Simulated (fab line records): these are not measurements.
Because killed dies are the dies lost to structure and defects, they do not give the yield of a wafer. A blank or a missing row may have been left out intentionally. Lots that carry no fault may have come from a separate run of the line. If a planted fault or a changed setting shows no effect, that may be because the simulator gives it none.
Matching of chambers -- flow n5_finfet -- N5_SDB_ETCH_18 on rie_diel-06: 4 sister chambers
The step etches SOC in N2/H2, target depth 100 nm, overetch 20 nm, time 150 s. 16 wafers are shown with their chamber, then 8 later ones without.

== WAFERS, EACH WITH ITS CHAMBER ==
wafer,chamber,drypump_motor_current_A (A),throttle_valve_pct (%),oes_product_au (a.u.)
L081.1,3,6.5,17.71,0.81
L081.2,1,6.0,18.12,0.64
L081.5,2,5.5,18.10,0.65
L083.2,2,5.5,18.12,0.66
L083.4,2,5.5,18.13,0.65
L083.6,3,6.4,17.71,0.80
L086.2,3,6.5,17.70,0.79
L086.3,0,6.6,18.00,0.64
L086.5,2,5.5,18.14,0.65
L087.1,0,6.6,17.99,0.63
L087.4,2,5.4,18.15,0.65
L087.5,2,5.4,18.14,0.65
L090.3,0,6.6,18.04,0.63
L090.4,1,6.0,18.15,0.62
L090.6,2,5.5,18.15,0.64
L092.1,1,6.0,18.17,0.62

SIGNATURES (averages over the wafers above)
reading,chamber 0,chamber 1,chamber 2,chamber 3,scatter within a chamber
drypump_motor_current_A,6.600,6.000,5.471,6.467,0.0418
throttle_valve_pct,18.0100,18.1467,18.1329,17.7067,0.0197
oes_product_au,0.6333,0.6267,0.6500,0.8000,0.00782
Rule: for a wafer and a chamber, the distance is found by dividing, reading by reading, the gap between the wafer's reading and the chamber's mean by the reading's scatter, squaring, summing and taking the root. If the next closest chamber is less than 2 further off than the closest, the wafer can't be placed; otherwise it belongs to the closest. The scatter: the root of (the sum of the squares of (reading less its chamber's mean) over the shown wafers, divided by (wafers less chambers)).

== WAFERS WHOSE CHAMBER IS MISSING ==
wafer,drypump_motor_current_A (A),throttle_valve_pct (%),oes_product_au (a.u.)
L092.3,5.4,18.18,0.64
L092.4,6.6,18.02,0.63
L094.2,5.4,18.17,0.64
L094.4,6.0,18.19,0.61
L094.5,5.5,18.17,0.64
L097.1,6.5,17.75,0.76
L097.5,5.4,18.20,0.64
L097.6,6.5,17.75,0.76

== EACH ONE'S CHAMBER ==
wafer,from the rows above,in truth
L092.3,2,2
L092.4,0,0
L094.2,2,2
L094.4,1,1
L094.5,2,2
L097.1,3,3
L097.5,2,2
L097.6,3,3
Correct placement for 8 of the 8. Number that these rows cannot place: 0. Number placed wrongly: 0.
